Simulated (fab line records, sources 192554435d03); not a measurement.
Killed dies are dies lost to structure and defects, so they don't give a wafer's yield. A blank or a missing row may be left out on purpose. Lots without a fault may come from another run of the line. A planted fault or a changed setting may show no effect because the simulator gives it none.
Problem report in the 8D (eight disciplines) form, filled by code | flow n5_finfet | the parts of the form that need people (team, actions taken, sign-off) are left out

1. THE PROBLEM
raw_defect_count at N5_FIN_SAQP_INSPECT_40 reads a mean of 1785 on 1 wafer of 1 lot; wafers without a fault read 252 with a standard deviation of 75. That is +20 standard deviations from the usual mean.
The step: inspects for defects (brightfield).
First seen on wafer L581.6, day 3 22:31, on defect_inspect-02. The record holds 21 wafers of 8 lots with a number at this step. Rule for "out", or "out of limits": more than 4 standard deviations from the usual mean. The other wafers with a number count as sound.

2. WHAT IT IS AND WHAT IT IS NOT
question                    | is                     | is not
which readings at this step | raw_defect_count       | -
which lots                  | L581                   | L574, L576, L577, L593, L594, L595, L597
which wafers of those lots  | all that have a number | -
read on which gauges        | defect_inspect-02      | defect_inspect-01
when                        | from day 3 22:31       | up to then (8 sound wafers); but 12 sound wafers of L593, L594, L595, L597 came after

3. SUSPECTS, AND WHAT RULES EACH OUT
Counting: a tool at a process step up to the reading stays a suspect if it ran every lot that is out and no sound lot after the first of them.
- the gauge at N5_FIN_SAQP_INSPECT_40: ruled out. All the wafers that are out were read on defect_inspect-02, but those of them that N5_FIN_SAQP_ETCH_69 has rows for are out there too, on other tools.
- rie_diel-02 at N5_FIN_SAQP_ETCH_52 (etches SOC in N2/H2, target depth 100 nm, overetch 20 nm, time 150 s): ruled out as a lasting fault. Sound lots L595 ran on it after its first lot that is out, L581 (day 3 17:59).
- vapor_etch-01 at N5_FIN_SAQP_RECESS_75 (chemistry HF/NH3, target SiO2, target depth 14.4 nm, afs cycles 3, sublimation time 60 s): ruled out as a lasting fault. Sound lots L593, L597 ran on it after its first lot that is out, L581 (day 3 19:01).
- rie_si-02 at N5_FIN_SAQP_MANDREL_ETCH_58 (etches a-Si in HBr/Cl2, stops on SiNx, target depth 45 nm, bt time 10 s, time 27 s): ruled out as a lasting fault. Sound lots L595 ran on it after its first lot that is out, L581 (day 3 20:35).
- rie_diel-06 at N5_FIN_SAQP_ETCH_69 (etches SOC in N2/H2, stops on SiNx, target depth 150 nm): ruled out as a lasting fault. Sound lots L594, L597 ran on it after its first lot that is out, L581 (day 3 21:07).
- rie_diel-06 at N5_FIN_SAQP_STRIP_70 (strips in N2/H2): ruled out as a lasting fault. Sound lots L594, L597 ran on it after its first lot that is out, L581 (day 3 21:12).
- rie_diel-02 at N5_FIN_SAQP_SPACER2_ETCHBACK_29 (etches SiO2 in CHF3/O2, target depth 12.2 nm, time 6.1 s): kept. It ran the lot that is out, L581 (day 3 21:45), and no sound lot after that; its last sound lot up to then is L577 (day 2 19:55). Its own readings are out on those wafers: oes_product_au.
Left after counting: rie_diel-02 at N5_FIN_SAQP_SPACER2_ETCHBACK_29.

4. THE CAUSE (what the simulator had put in)
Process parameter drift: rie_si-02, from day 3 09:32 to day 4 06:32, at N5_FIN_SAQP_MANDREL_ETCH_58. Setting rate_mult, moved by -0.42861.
Counting ruled it out, wrongly: the rule takes a fault to strike every lot that its tool runs from its start on, and this one did not.

5. THE CHAIN OF EFFECTS, in route order
Each row: a reading whose mean over the struck wafers that have a number lies more than 3 standard deviations from the usual. Only readings for which the record gives a usual standard deviation are gone through. hours: the time from each lot's start at the first step in this table that gives one to its start at this step, as a median over the lots. sigmas: the change in usual standard deviations.
hours | step                            | reading              | usual     | on struck wafers | change | sigmas
0     | N5_FIN_SAQP_ETCH_69             | oes_product_au       | 0.79 a.u. | 0.33             | -0.46  | -7.2
1     | N5_FIN_SAQP_SPACER2_ETCHBACK_29 | oes_product_au       | 0.80 a.u. | 0.28             | -0.52  | -7.6
1     | N5_FIN_SAQP_INSPECT_40          | raw_defect_count     | 252       | 1785             | +1533  | +20
239   | N5_PASSIVATION_PROBE_49         | defect_limited_yield | 90.9 %    | 0.5              | -90.4  | -60
239   | N5_PASSIVATION_PROBE_49         | killed_at_front_end  | 42        | 1109             | +1067  | +89
239   | N5_PASSIVATION_PROBE_49         | killed_dies          | 107       | 1174             | +1067  | +59
239   | N5_PASSIVATION_PROBE_49         | killed_on_rim        | 14        | 148              | +134   | +31
239   | N5_PASSIVATION_PROBE_49         | sort_bin_5_function  | 5.3 %     | 95.2             | +89.9  | +82
239   | N5_PASSIVATION_PROBE_49         | sort_n_pass          | 1073      | 6                | -1067  | -59
239   | N5_PASSIVATION_PROBE_49         | sort_yield_pct       | 90.9 %    | 0.5              | -90.4  | -60
The process steps in it:
- N5_FIN_SAQP_ETCH_69: etches SOC in N2/H2, stops on SiNx, target depth 150 nm.
- N5_FIN_SAQP_SPACER2_ETCHBACK_29: etches SiO2 in CHF3/O2, target depth 12.2 nm, time 6.1 s.
- N5_PASSIVATION_PROBE_49

6. WHAT WOULD HAVE CAUGHT IT SOONER
In this record the first reading out of limits at a measuring or inspecting step was taken at day 3 22:31, 13 hours after the fault began at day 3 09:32.
Of the tool readings at N5_FIN_SAQP_MANDREL_ETCH_58 for which the record gives a usual standard deviation, none was out on any struck wafer, so an alarm limit of 4 standard deviations on them would not have fired.
